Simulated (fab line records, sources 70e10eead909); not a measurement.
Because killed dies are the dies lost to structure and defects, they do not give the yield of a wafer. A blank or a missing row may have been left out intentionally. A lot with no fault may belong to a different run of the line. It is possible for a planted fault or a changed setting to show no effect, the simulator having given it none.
Which tool is to blame? + flow nand-harc + 11 lots, 32 wafers sampled, at 5 steps of a route of 1302

WHAT EACH GAUGE READ, for each wafer
NHARC_END_SORT_01.
| lot  | measured     | on        | killed-at-array |
|------|--------------|-----------|-----------------|
| L581 | day 27 21:37 | prober-02 | 70 81 57        |
| L580 | day 27 22:20 | prober-01 | 465 57          |
| L592 | day 32 07:22 | prober-01 | 23 33 27        |

EACH LOT AND THE TOOL THAT RAN IT (in order: tool; ch and the chambers of the sampled wafers; start)
| lot  | NHARC_A_CHANNEL_HOLE_D2_DEP_00 | NHARC_A_CHANNEL_HOLE_D2_DESCUM_15  | NHARC_A_CHANNEL_HOLE_D2_ETCH_39               | NHARC_A_CHANNEL_HOLE_D2_ETCH_16    |
|------|--------------------------------|------------------------------------|-----------------------------------------------|------------------------------------|
| L572 | acl-dep-03 ch 0, day 13 06:53  | rie-diel-03 ch 0,2, day 13 09:36   | rie-diel-03 ch 1,3, day 13 10:08 or earlier   | rie-diel-03 ch 0,3, day 13 10:08   |
| L575 | acl-dep-03 ch 0, day 14 05:37  | rie-diel-08 ch 0,2,3, day 14 08:28 | rie-diel-08 ch 0,2,3, day 14 09:02 or earlier | rie-diel-08 ch 0,2,3, day 14 09:02 |
| L577 | acl-dep-03 ch 0, day 15 07:52  | rie-diel-03 ch 0,1,3, day 15 09:58 | rie-diel-03 ch 1,2,3, day 15 10:40 or earlier | rie-diel-03 ch 0,2,3, day 15 10:40 |
| L579 | acl-dep-01 ch 0, day 16 02:03  | rie-diel-08 ch 0,1, day 16 04:33   | rie-diel-08 ch 0,2, day 16 05:05 or earlier   | rie-diel-08 ch 2,3, day 16 05:05   |
| L581 | acl-dep-03 ch 0, day 16 08:34  | rie-diel-01 ch 1,3, day 16 11:17   | rie-diel-01 ch 0,3, day 16 11:54 or earlier   | rie-diel-01 ch 0,1,3, day 16 11:54 |
| L580 | acl-dep-03 ch 0, day 16 10:47  | rie-diel-03 ch 0,2, day 16 13:26   | rie-diel-03 ch 1,3, day 16 14:07 or earlier   | rie-diel-03 ch 0,2, day 16 14:07   |
| L591 | acl-dep-03 ch 0, day 21 02:17  | rie-diel-03 ch 1,2, day 21 05:07   | rie-diel-03 ch 0,1,2, day 21 05:44 or earlier | rie-diel-03 ch 0,2,3, day 21 05:44 |
| L592 | acl-dep-01 ch 0, day 21 10:20  | rie-diel-01 ch 0,3, day 21 12:51   | rie-diel-01 ch 0,1, day 21 13:29 or earlier   | rie-diel-01 ch 0,1,2, day 21 13:29 |
| L593 | acl-dep-02 ch 0, day 21 19:35  | rie-diel-03 ch 0,1,3, day 21 22:01 | rie-diel-03 ch 0,1, day 21 22:32 or earlier   | rie-diel-03 ch 0,1,2, day 21 22:32 |
| L594 | acl-dep-01 ch 0, day 22 09:25  | rie-diel-01 ch 0,1,3, day 22 12:13 | rie-diel-01 ch 1,2,3, day 22 12:44 or earlier | rie-diel-01 ch 0,1,2, day 22 12:44 |
| L595 | acl-dep-02 ch 0, day 23 00:11  | rie-diel-03 ch 1,2, day 23 02:43   | rie-diel-03 ch 1,2, day 23 03:01              | rie-diel-03 ch 1,2, day 23 03:30   |
- NHARC_A_CHANNEL_HOLE_D2_DEP_00: deposits aC, target thk 3100 nm.
- NHARC_A_CHANNEL_HOLE_D2_DESCUM_15: chemistry O2, time 3 s.
- NHARC_A_CHANNEL_HOLE_D2_ETCH_39: etches the open film in N2/H2, target depth 260 nm, time 325 s.
- NHARC_A_CHANNEL_HOLE_D2_ETCH_16: etches the open film in O2/COS, target depth 3100 nm, time 806 s.

THE ANSWER, worked out from the rows above alone
Rule: what is usual is taken from the lots themselves. The widest of any qualifying gaps counts: lots, ordered by their means at a reading, are off when they make up no more than a third of the lots, leave a main group of 4 or more, and stand apart from it by 3 or more times the standard deviation of that group's means. The tables above print the reading to a certain number of digits; a main group whose means all agree to those digits is not used. A lot without any number at a reading at which 4 lots or more have one is off too. The other lots that the step has rows for count as sound.
No lot is off at any reading shown: from this, nothing can be told.

WHAT THE SIMULATOR HAD INSERTED
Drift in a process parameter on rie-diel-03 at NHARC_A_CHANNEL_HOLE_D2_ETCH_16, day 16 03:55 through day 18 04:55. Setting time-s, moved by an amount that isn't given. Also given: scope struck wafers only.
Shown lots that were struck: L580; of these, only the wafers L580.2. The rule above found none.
